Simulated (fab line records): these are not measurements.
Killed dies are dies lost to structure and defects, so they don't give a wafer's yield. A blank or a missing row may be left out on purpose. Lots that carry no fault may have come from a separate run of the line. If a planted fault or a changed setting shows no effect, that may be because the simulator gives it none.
The tool behind it: which one? || flow nand harc || route of 1159 steps, sampled at 1 step: 24 lots, 72 wafers

WHAT THE GAUGES READ, wafer by wafer
NHARC_A_ONON_D1_THK_MEAS_18: measures by ellipsometry. Usual: 1003 nm for thk nm, sd 11.
{"lot": "L076", "measured": "day 8 02:43", "on": "film metro-01", "thk nm (nm)": "1016 1014 1015", "flag": ""}
{"lot": "L074", "measured": "day 8 02:43", "on": "film metro-02", "thk nm (nm)": "1009 1008 1009", "flag": ""}
{"lot": "L075", "measured": "day 8 08:31", "on": "film metro-01", "thk nm (nm)": "1009 1012 1012", "flag": ""}
{"lot": "L078", "measured": "day 8 21:12", "on": "film metro-02", "thk nm (nm)": "1001 1002 1001", "flag": ""}
{"lot": "L077", "measured": "day 8 21:13", "on": "film metro-01", "thk nm (nm)": "1009 1008 1012", "flag": ""}
{"lot": "L080", "measured": "day 9 07:29", "on": "film metro-01", "thk nm (nm)": "1004 1004 1003", "flag": ""}
{"lot": "L079", "measured": "day 9 07:29", "on": "film metro-02", "thk nm (nm)": "1005 1007 1005", "flag": ""}
{"lot": "L081", "measured": "day 9 17:58", "on": "film metro-02", "thk nm (nm)": "983 983 985", "flag": ""}
{"lot": "L082", "measured": "day 9 17:59", "on": "film metro-01", "thk nm (nm)": "1005 1003 1004", "flag": ""}
{"lot": "L083", "measured": "day 10 08:47", "on": "film metro-02", "thk nm (nm)": "1009 1010 1010", "flag": ""}
{"lot": "L084", "measured": "day 10 08:47", "on": "film metro-02", "thk nm (nm)": "990 990 990", "flag": ""}
{"lot": "L085", "measured": "day 10 17:57", "on": "film metro-02", "thk nm (nm)": "991 992 991", "flag": ""}
{"lot": "L087", "measured": "day 11 01:56", "on": "film metro-01", "thk nm (nm)": "1025 1027 1027", "flag": ""}
{"lot": "L086", "measured": "day 11 01:56", "on": "film metro-02", "thk nm (nm)": "1018 1018 1019", "flag": ""}
{"lot": "L090", "measured": "day 11 22:04", "on": "film metro-02", "thk nm (nm)": "1016 1015 1016", "flag": ""}
{"lot": "L089", "measured": "day 11 22:05", "on": "film metro-02", "thk nm (nm)": "986 987 985", "flag": ""}
{"lot": "L088", "measured": "day 11 22:05", "on": "film metro-02", "thk nm (nm)": "999 998 999", "flag": ""}
{"lot": "L091", "measured": "day 12 11:25", "on": "film metro-02", "thk nm (nm)": "1011 1011 1011", "flag": ""}
{"lot": "L092", "measured": "day 12 11:25", "on": "film metro-01", "thk nm (nm)": "996 999 998", "flag": ""}
{"lot": "L094", "measured": "day 13 00:25", "on": "film metro-01", "thk nm (nm)": "990 992 990", "flag": ""}
{"lot": "L093", "measured": "day 13 00:27", "on": "film metro-02", "thk nm (nm)": "1004 1006 1006", "flag": ""}
{"lot": "L095", "measured": "day 13 03:46", "on": "film metro-02", "thk nm (nm)": "986 985 986", "flag": ""}
{"lot": "L097", "measured": "day 13 07:14", "on": "film metro-01", "thk nm (nm)": "998 996 995", "flag": ""}
{"lot": "L096", "measured": "day 13 07:15", "on": "film metro-02", "thk nm (nm)": "1009 1009 1010", "flag": ""}

WHAT TOOL EACH LOT RAN ON (gives the tool, then ch and the chambers of the sampled wafers, and finally the start)
Before these readings, the record contains no process step.

AS READ BY THE TOOLS THEMSELVES (means over the sampled wafers that have a number; for cases with no such wafer, the mark the record gives instead)
The record holds no such reading with a usual standard deviation.

THE ANSWER, worked out from the rows above alone
Rule: take the mean of a lot's wafers that have a number; if it is more than 3 standard deviations from the usual mean, the lot is off. A lot without any number at a reading at which 4 lots or more have one is off too. Where the step has rows for the other lots, those lots are counted as sound. First the gauges in route order, then the tools' own readings, where a lot's mean is used as printed above. The first step at which some lot is off is used, and at that step the reading that is off furthest; a lot without a number counts as furthest.
None of the lots is off at any reading shown; this tells nothing.

WHAT THE SIMULATOR HAD PUT IN
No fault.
